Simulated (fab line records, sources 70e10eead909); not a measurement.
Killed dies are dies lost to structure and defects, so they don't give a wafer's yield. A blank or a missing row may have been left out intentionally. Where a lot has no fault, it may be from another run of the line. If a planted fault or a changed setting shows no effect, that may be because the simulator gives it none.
Chamber matching ; flow nandHarc ; rieDiel-06 running NHARC_A_CONTACT_ETCH_48: 4 sister chambers
The step etches the open film in CF4, target depth 39 nm, time 65 s. 22 wafers are shown with their chamber, then 11 later ones without.

WAFERS PAIRED WITH THEIR CHAMBERS
wafer;chamber;showerheadPlenumPTorr (Torr);drypumpMotorCurrentA (A);rfVppV (V)
L077.1;0;1.80;6.7;150.5
L077.4;1;1.88;5.0;151.3
L077.6;3;1.84;5.9;150.0
L078.1;2;1.67;5.3;150.0
L078.3;0;1.80;6.7;150.2
L078.6;1;1.88;5.0;154.4
L075.1;2;1.67;5.3;150.4
L075.2;0;1.80;6.7;150.4
L075.5;3;1.84;5.8;153.0
L079.4;2;1.67;5.3;150.1
L079.5;2;1.67;5.3;150.2
L079.6;3;1.84;5.9;152.7
L081.2;0;1.80;6.7;152.5
L081.3;2;1.67;5.3;150.4
L081.6;2;1.67;5.3;150.0
L084.2;0;1.80;6.7;150.5
L084.4;1;1.87;5.0;153.4
L084.5;2;1.67;5.3;151.0
L088.1;3;1.84;5.9;151.9
L088.2;2;1.67;5.3;150.3
L088.4;1;1.87;5.0;153.4
L089.2;0;1.80;6.7;151.2

SIGNATURES, as means of the wafers listed above
reading;chamber 0;chamber 1;chamber 2;chamber 3;scatter within a chamber
showerheadPlenumPTorr;1.8000;1.8750;1.6700;1.8400;0.00236
drypumpMotorCurrentA;6.700;5.000;5.300;5.875;0.0204
rfVppV;150.883;153.125;150.300;151.900;0.913
Rule: distance of a wafer from a chamber = root of the sum over the readings of ((wafer's reading minus chamber's mean) / reading's scatter) squared. The wafer belongs to the nearest chamber; if the next one is less than 2 further off, it can't be placed. The scatter: take each reading less its chamber's mean, square it, sum over the shown wafers, divide by the number of wafers less the number of chambers, and take the root.

WAFERS WITH NO CHAMBER GIVEN
wafer;showerheadPlenumPTorr (Torr);drypumpMotorCurrentA (A);rfVppV (V)
L089.4;1.67;5.3;149.0
L089.5;1.67;5.3;149.1
L091.4;1.67;5.3;150.1
L091.5;1.80;6.7;150.8
L091.6;1.87;5.0;153.0
L090.1;1.67;5.3;149.8
L090.2;1.84;5.9;151.2
L090.6;1.67;5.3;149.7
L096.1;1.87;5.0;151.9
L096.4;1.66;5.3;151.5
L096.5;1.84;5.9;151.2

WHICH CHAMBER EACH WENT THROUGH
wafer;from the rows above;in truth
L089.4;2;2
L089.5;2;2
L091.4;2;2
L091.5;0;0
L091.6;1;1
L090.1;2;2
L090.2;3;3
L090.6;2;2
L096.1;1;1
L096.4;2;2
L096.5;3;3
Correctly placed: 11 of 11. From these rows, 0 cannot be placed. 0 placed wrongly.
